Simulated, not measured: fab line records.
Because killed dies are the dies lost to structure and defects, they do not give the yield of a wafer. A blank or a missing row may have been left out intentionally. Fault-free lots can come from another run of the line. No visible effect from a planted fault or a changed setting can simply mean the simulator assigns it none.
Which tool was responsible? :: flow nandHarc :: 33 wafers from 11 lots sampled at 2 of the route's 1302 steps

## WHAT THE GAUGES SHOWED, per wafer
NHARC_P_ZERO_WELL_CD_MEAS_52 targets a cd of 2000 nm.
lot: L364
measured: day 2 11:45
on: cdSem-02
cdNm (nm): 1999.9 1999.5 1999.9

lot: L365
measured: day 2 21:44
on: cdSem-02
cdNm (nm): 2001.5 1997.9 1998.4

lot: L369
measured: day 4 14:03
on: cdSem-02
cdNm (nm): 2000.7 1996.5 1997.3

lot: L370
measured: day 4 23:43
on: cdSem-03
cdNm (nm): - - -

lot: L372
measured: day 5 19:32
on: cdSem-01
cdNm (nm): 2003.3 2000.4 2002.1

lot: L376
measured: day 7 17:22
on: cdSem-01
cdNm (nm): 2000.3 2000.0 1998.6

lot: L378
measured: day 8 08:26
on: cdSem-02
cdNm (nm): 1999.4 1998.9 2000.7

lot: L379
measured: day 8 17:38
on: cdSem-01
cdNm (nm): 2000.9 1998.3 2000.8

lot: L382
measured: day 9 23:45
on: cdSem-01
cdNm (nm): 1995.7 1999.6 1999.1

lot: L383
measured: day 10 09:52
on: cdSem-03
cdNm (nm): 1997.5 2001.0 1997.8

lot: L384
measured: day 10 20:00
on: cdSem-03
cdNm (nm): 2000.6 1998.9 2000.9

## WHICH TOOL RAN EACH LOT (tool, then ch and the chambers of the sampled wafers, then the start)
lot: L364
NHARC_P_ZERO_WELL_EXPOSE_49: krfScanner-03 ch 0, day 2 11:36

lot: L365
NHARC_P_ZERO_WELL_EXPOSE_49: krfScanner-03 ch 0, day 2 21:35

lot: L369
NHARC_P_ZERO_WELL_EXPOSE_49: krfScanner-03 ch 0, day 4 13:53

lot: L370
NHARC_P_ZERO_WELL_EXPOSE_49: krfScanner-03 ch 0, day 4 23:34

lot: L372
NHARC_P_ZERO_WELL_EXPOSE_49: krfScanner-03 ch 0, day 5 19:23

lot: L376
NHARC_P_ZERO_WELL_EXPOSE_49: krfScanner-03 ch 0, day 7 17:12

lot: L378
NHARC_P_ZERO_WELL_EXPOSE_49: krfScanner-04 ch 0, day 8 08:17

lot: L379
NHARC_P_ZERO_WELL_EXPOSE_49: krfScanner-01 ch 0, day 8 17:29

lot: L382
NHARC_P_ZERO_WELL_EXPOSE_49: krfScanner-03 ch 0, day 9 23:36

lot: L383
NHARC_P_ZERO_WELL_EXPOSE_49: krfScanner-01 ch 0, day 10 09:43

lot: L384
NHARC_P_ZERO_WELL_EXPOSE_49: krfScanner-03 ch 0, day 10 19:51
- NHARC_P_ZERO_WELL_EXPOSE_49: exposes mask P HVPW, target cd 2000 nm.

## THE ANSWER, worked out from the rows above alone
Rule: what is usual is taken from the lots themselves. The widest of any qualifying gaps counts: lots, ordered by their means at a reading, are off when they make up no more than a third of the lots, leave a main group of 4 or more, and stand apart from it by 3 or more times the standard deviation of that group's means. If all means in a main group match to the digits the tables above print for the reading, that group is not used. Also off: a lot with no number at a reading for which 4 or more lots have one. Any other lot the step has rows for is counted as sound.
Off: L370, at NHARC_P_ZERO_WELL_CD_MEAS_52 (cdNm). Without a number there: L370. Mean 1999.5 nm and standard deviation 1 in the main group.
A tool fits if, at a process step before that reading, it ran every lot that is off, and no sound lot after the first of them. The gauges at NHARC_P_ZERO_WELL_CD_MEAS_52 are tried like those tools. None of those tried fits.

## WHAT THE SIMULATOR HAD INSERTED
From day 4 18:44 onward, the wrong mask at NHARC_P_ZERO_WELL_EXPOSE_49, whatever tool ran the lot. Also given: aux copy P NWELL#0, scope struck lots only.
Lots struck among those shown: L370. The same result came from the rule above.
